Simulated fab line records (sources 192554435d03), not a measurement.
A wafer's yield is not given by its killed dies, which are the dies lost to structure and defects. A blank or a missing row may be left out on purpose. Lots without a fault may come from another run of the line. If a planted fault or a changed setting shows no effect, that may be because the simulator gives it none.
Chamber matching -- flow n5_finfet -- N5_BEOL_M0_SAQP_ALD_48 on ald_sin-04 has 4 sister chambers
The step deposits SiO2, target thk 20 nm, pulse time 1 s, co reactant pulse time 1 s. 4 wafers are shown with their chamber, then 8 later ones without.

## WAFERS PAIRED WITH THEIR CHAMBERS
wafer,chamber,heater_power_w (W)
L084.6,2,74
L085.1,1,73
L085.6,3,81
L087.1,0,87

## WAFERS MISSING THEIR CHAMBER
wafer,heater_power_w (W)
L087.3,71
L087.5,70
L088.1,71
L088.2,72
L088.4,86
L091.4,71
L091.5,72
L091.6,72

## THE CHAMBER EACH PASSED THROUGH
wafer,from the rows above,in truth
L087.3,can't be placed: 1 or 2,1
L087.5,can't be placed: 1 or 2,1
L088.1,can't be placed: 1 or 2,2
L088.2,can't be placed: 1 or 2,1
L088.4,0,0
L091.4,can't be placed: 1 or 2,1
L091.5,can't be placed: 1 or 2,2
L091.6,can't be placed: 1 or 2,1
Correctly placed: 1 of 8. Can't be placed from these rows: 7 (the true chamber is among the candidates in 7). Number placed wrongly: 0.
How it was worked out, from the rows above alone: a wafer's distance from a chamber is the root of the sum, over the readings, of the square of ((its reading less the chamber's mean) divided by the reading's scatter). If the next closest chamber is less than 2 further off than the closest, the wafer can't be placed; otherwise it belongs to the closest. Each chamber's mean is taken over the wafers shown for it. The scatter (one wafer shown for each chamber): square how far every hidden wafer sits from the nearest shown wafer, average those squares and take the square root.
